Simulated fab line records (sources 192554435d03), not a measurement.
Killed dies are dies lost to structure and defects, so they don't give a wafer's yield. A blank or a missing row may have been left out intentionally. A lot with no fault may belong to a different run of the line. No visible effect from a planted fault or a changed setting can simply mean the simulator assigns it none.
Split-lot study / flow n5Finfet / 39 wafers read from 7 lots, route of 1938 steps

== ON THE SPLIT ==
At N5_BEOL_M4_VIA_ETCH_34 (etches the open film in C4F6/O2, target depth 69.4 nm, time 65.9 s), the setting targetDepthA was moved away from the recipe's 694 angstrom on 15 of the 39 wafers read, by -60.0% to +55.6%. For the rest of the wafers, this setting stayed at what the recipe calls for.

The split's own step is where the reading is taken.

== THE READING ==
SOC_of_BEOL_M4_COAT_67.thkNm (the simulator's own value, which no gauge read), in nm, at N5_BEOL_M4_VIA_ETCH_34 (etches the open film in C4F6/O2, target depth 69.4 nm, time 65.9 s). There is no usual value for it anywhere in the file. Here, 24 wafers ran the recipe; their average is 51.8 nm with a standard deviation of 0.23 nm.

wafer=L080.1; tool, chamber at the split=rieDiel-06, 3; targetDepthA as run, angstrom=694; against the recipe=recipe; SOC_of_BEOL_M4_COAT_67.thkNm, nm=51.8; against lot-mates on the recipe=-
wafer=L080.2; tool, chamber at the split=rieDiel-06, 1; targetDepthA as run, angstrom=694; against the recipe=recipe; SOC_of_BEOL_M4_COAT_67.thkNm, nm=52; against lot-mates on the recipe=-
wafer=L080.3; tool, chamber at the split=rieDiel-06, 0; targetDepthA as run, angstrom=694; against the recipe=recipe; SOC_of_BEOL_M4_COAT_67.thkNm, nm=52; against lot-mates on the recipe=-
wafer=L080.4; tool, chamber at the split=rieDiel-06, 2; targetDepthA as run, angstrom=329.3; against the recipe=-52.6%; SOC_of_BEOL_M4_COAT_67.thkNm, nm=56.2; against lot-mates on the recipe=+4.3
wafer=L080.5; tool, chamber at the split=rieDiel-06, 0; targetDepthA as run, angstrom=329.3; against the recipe=-52.6%; SOC_of_BEOL_M4_COAT_67.thkNm, nm=56.2; against lot-mates on the recipe=+4.3
wafer=L080.6; tool, chamber at the split=rieDiel-06, 3; targetDepthA as run, angstrom=329.3; against the recipe=-52.6%; SOC_of_BEOL_M4_COAT_67.thkNm, nm=56.2; against lot-mates on the recipe=+4.3
wafer=L081.1; tool, chamber at the split=rieDiel-06, 3; targetDepthA as run, angstrom=485.1; against the recipe=-30.1%; SOC_of_BEOL_M4_COAT_67.thkNm, nm=54.2; against lot-mates on the recipe=+2.3
wafer=L081.2; tool, chamber at the split=rieDiel-06, 1; targetDepthA as run, angstrom=694; against the recipe=recipe; SOC_of_BEOL_M4_COAT_67.thkNm, nm=51.8; against lot-mates on the recipe=-
wafer=L081.3; tool, chamber at the split=rieDiel-06, 0,2; targetDepthA as run, angstrom=694; against the recipe=recipe; SOC_of_BEOL_M4_COAT_67.thkNm, nm=52; against lot-mates on the recipe=-
wafer=L081.6; tool, chamber at the split=rieDiel-06, 0,2; targetDepthA as run, angstrom=694; against the recipe=recipe; SOC_of_BEOL_M4_COAT_67.thkNm, nm=52; against lot-mates on the recipe=-
wafer=L081.4; tool, chamber at the split=rieDiel-06, 2; targetDepthA as run, angstrom=485.1; against the recipe=-30.1%; SOC_of_BEOL_M4_COAT_67.thkNm, nm=54.2; against lot-mates on the recipe=+2.3
wafer=L081.5; tool, chamber at the split=rieDiel-06, 3; targetDepthA as run, angstrom=485.1; against the recipe=-30.1%; SOC_of_BEOL_M4_COAT_67.thkNm, nm=54.2; against lot-mates on the recipe=+2.3
wafer=L083.1; tool, chamber at the split=rieDiel-02, 0; targetDepthA as run, angstrom=694; against the recipe=recipe; SOC_of_BEOL_M4_COAT_67.thkNm, nm=51.6; against lot-mates on the recipe=-
wafer=L083.2; tool, chamber at the split=rieDiel-02, 1; targetDepthA as run, angstrom=694; against the recipe=recipe; SOC_of_BEOL_M4_COAT_67.thkNm, nm=52; against lot-mates on the recipe=-
wafer=L083.3; tool, chamber at the split=rieDiel-02, 2; targetDepthA as run, angstrom=694; against the recipe=recipe; SOC_of_BEOL_M4_COAT_67.thkNm, nm=51.6; against lot-mates on the recipe=-
wafer=L083.4; tool, chamber at the split=rieDiel-02, 3; targetDepthA as run, angstrom=277.8; against the recipe=-60.0%; SOC_of_BEOL_M4_COAT_67.thkNm, nm=56.6; against lot-mates on the recipe=+4.9
wafer=L083.5; tool, chamber at the split=rieDiel-02, 0; targetDepthA as run, angstrom=277.8; against the recipe=-60.0%; SOC_of_BEOL_M4_COAT_67.thkNm, nm=56.4; against lot-mates on the recipe=+4.7
wafer=L083.6; tool, chamber at the split=rieDiel-02, 3; targetDepthA as run, angstrom=277.8; against the recipe=-60.0%; SOC_of_BEOL_M4_COAT_67.thkNm, nm=56.6; against lot-mates on the recipe=+4.9
wafer=L085.1; tool, chamber at the split=rieDiel-04, 3; targetDepthA as run, angstrom=694; against the recipe=recipe; SOC_of_BEOL_M4_COAT_67.thkNm, nm=51.6; against lot-mates on the recipe=-
wafer=L085.2; tool, chamber at the split=rieDiel-04, 0; targetDepthA as run, angstrom=694; against the recipe=recipe; SOC_of_BEOL_M4_COAT_67.thkNm, nm=51.4; against lot-mates on the recipe=-
wafer=L085.3; tool, chamber at the split=rieDiel-04, 1; targetDepthA as run, angstrom=694; against the recipe=recipe; SOC_of_BEOL_M4_COAT_67.thkNm, nm=51.6; against lot-mates on the recipe=-
wafer=L085.4; tool, chamber at the split=rieDiel-04, 2; targetDepthA as run, angstrom=694; against the recipe=recipe; SOC_of_BEOL_M4_COAT_67.thkNm, nm=51.6; against lot-mates on the recipe=-
wafer=L085.5; tool, chamber at the split=rieDiel-04, 0; targetDepthA as run, angstrom=694; against the recipe=recipe; SOC_of_BEOL_M4_COAT_67.thkNm, nm=51.2; against lot-mates on the recipe=-
wafer=L085.6; tool, chamber at the split=rieDiel-04, 1; targetDepthA as run, angstrom=694; against the recipe=recipe; SOC_of_BEOL_M4_COAT_67.thkNm, nm=51.6; against lot-mates on the recipe=-
wafer=L087.1; tool, chamber at the split=rieDiel-02, 2; targetDepthA as run, angstrom=694; against the recipe=recipe; SOC_of_BEOL_M4_COAT_67.thkNm, nm=51.8; against lot-mates on the recipe=-
wafer=L087.2; tool, chamber at the split=rieDiel-02, 0; targetDepthA as run, angstrom=694; against the recipe=recipe; SOC_of_BEOL_M4_COAT_67.thkNm, nm=51.8; against lot-mates on the recipe=-
wafer=L087.3; tool, chamber at the split=rieDiel-02, 1; targetDepthA as run, angstrom=1080; against the recipe=+55.6%; SOC_of_BEOL_M4_COAT_67.thkNm, nm=47.4; against lot-mates on the recipe=-4.5
wafer=L087.4; tool, chamber at the split=rieDiel-02, 3; targetDepthA as run, angstrom=1080; against the recipe=+55.6%; SOC_of_BEOL_M4_COAT_67.thkNm, nm=48; against lot-mates on the recipe=-3.9
wafer=L087.5; tool, chamber at the split=rieDiel-02, 0; targetDepthA as run, angstrom=1080; against the recipe=+55.6%; SOC_of_BEOL_M4_COAT_67.thkNm, nm=47.4; against lot-mates on the recipe=-4.5
wafer=L087.6; tool, chamber at the split=rieDiel-02, 3; targetDepthA as run, angstrom=694; against the recipe=recipe; SOC_of_BEOL_M4_COAT_67.thkNm, nm=52.2; against lot-mates on the recipe=-
wafer=L091.1; tool, chamber at the split=rieDiel-06, 2; targetDepthA as run, angstrom=694; against the recipe=recipe; SOC_of_BEOL_M4_COAT_67.thkNm, nm=52; against lot-mates on the recipe=-
wafer=L091.2; tool, chamber at the split=rieDiel-06, 1; targetDepthA as run, angstrom=1075; against the recipe=+54.9%; SOC_of_BEOL_M4_COAT_67.thkNm, nm=47.4; against lot-mates on the recipe=-4.5
wafer=L091.3; tool, chamber at the split=rieDiel-06, 0; targetDepthA as run, angstrom=694; against the recipe=recipe; SOC_of_BEOL_M4_COAT_67.thkNm, nm=52; against lot-mates on the recipe=-
wafer=L091.4; tool, chamber at the split=rieDiel-06, 3; targetDepthA as run, angstrom=1075; against the recipe=+54.9%; SOC_of_BEOL_M4_COAT_67.thkNm, nm=47.4; against lot-mates on the recipe=-4.5
wafer=L091.5; tool, chamber at the split=rieDiel-06, 1; targetDepthA as run, angstrom=1075; against the recipe=+54.9%; SOC_of_BEOL_M4_COAT_67.thkNm, nm=47.6; against lot-mates on the recipe=-4.3
wafer=L091.6; tool, chamber at the split=rieDiel-06, 0; targetDepthA as run, angstrom=694; against the recipe=recipe; SOC_of_BEOL_M4_COAT_67.thkNm, nm=51.8; against lot-mates on the recipe=-
wafer=L092.1; tool, chamber at the split=rieDiel-04, 0; targetDepthA as run, angstrom=694; against the recipe=recipe; SOC_of_BEOL_M4_COAT_67.thkNm, nm=51.6; against lot-mates on the recipe=-
wafer=L092.4; tool, chamber at the split=rieDiel-04, 2; targetDepthA as run, angstrom=694; against the recipe=recipe; SOC_of_BEOL_M4_COAT_67.thkNm, nm=52; against lot-mates on the recipe=-
wafer=L092.6; tool, chamber at the split=rieDiel-04, 0; targetDepthA as run, angstrom=694; against the recipe=recipe; SOC_of_BEOL_M4_COAT_67.thkNm, nm=51.6; against lot-mates on the recipe=-
Rows listing several chambers each stand for several wafers; the file does not say which wafer went through which chamber.

FIT RESULTS
A straight line over all 39 wafers: SOC_of_BEOL_M4_COAT_67.thkNm changes by -0.0791 nm for each +1% of targetDepthA; r = -1.00; the points scatter about the line by 0.23 nm.
The same after taking each lot's own level away (the mean of its wafers on the recipe; 39 wafers): -0.0798 nm for each +1%; r = -1.00; scatter 0.16 nm.
According to that fit, moving targetDepthA by its largest amount changes the reading by 4.8 nm.
The lots' own levels span 51.50 to 51.93 nm, that is 1.9 times the standard deviation above.
So the lot-to-lot level changes the slope little: the two slopes agree.
Check: for one of the wafers moved furthest among these (-60.0%), held out of the fit, the line's prediction against its lot-mates is +4.77 nm. Against them it came out at +4.87 nm.

== ADDITIONAL SPLITS CARRIED BY THESE WAFERS ==
Before the reading, these wafers also passed through other splits. Each is held against what the fit with the lots' levels taken away leaves over:
other split on the same wafers=N5_FIN_SAQP_ETCH_65 timeS; wafers away from the commonest value=12; r with SOC_of_BEOL_M4_COAT_67.thkNm (lot level and that fit taken away)=+0.00
other split on the same wafers=N5_SD_EPI_N_ETCH_45 targetDepthA; wafers away from the commonest value=18; r with SOC_of_BEOL_M4_COAT_67.thkNm (lot level and that fit taken away)=-0.09
other split on the same wafers=N5_MOL_CONTACT_COAG_CVD_140 targetThkA; wafers away from the commonest value=12; r with SOC_of_BEOL_M4_COAT_67.thkNm (lot level and that fit taken away)=-0.03
other split on the same wafers=N5_BEOL_M0_SAQP_PECVD_96 timeS; wafers away from the commonest value=15; r with SOC_of_BEOL_M4_COAT_67.thkNm (lot level and that fit taken away)=-0.19
other split on the same wafers=N5_BEOL_M1_DEP_57 targetThkA; wafers away from the commonest value=15; r with SOC_of_BEOL_M4_COAT_67.thkNm (lot level and that fit taken away)=+0.20

== THE WHOLE CHAIN: every reading that the file lists as answering this split, in the file's order ==
step=N5_BEOL_M4_VIA_ETCH_34; what it does=etches the open film in C4F6/O2, target depth 69.4 nm, time 65.9 s; reading=etch.depthNm (the simulator's own value, which no gauge read); change (the file's fit)=+0.694 nm for each +1% of the setting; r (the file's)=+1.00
step=N5_BEOL_M4_VIA_ETCH_34; what it does=etches the open film in C4F6/O2, target depth 69.4 nm, time 65.9 s; reading=SOC_of_BEOL_M4_COAT_67.thkNm (the simulator's own value, which no gauge read); change (the file's fit)=-0.0798 nm for each +1% of the setting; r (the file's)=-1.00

== THE FILE'S OWN FIT ==
SOC_of_BEOL_M4_COAT_67.thkNm changes by -0.0798 nm for each +1% of targetDepthA, r = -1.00.
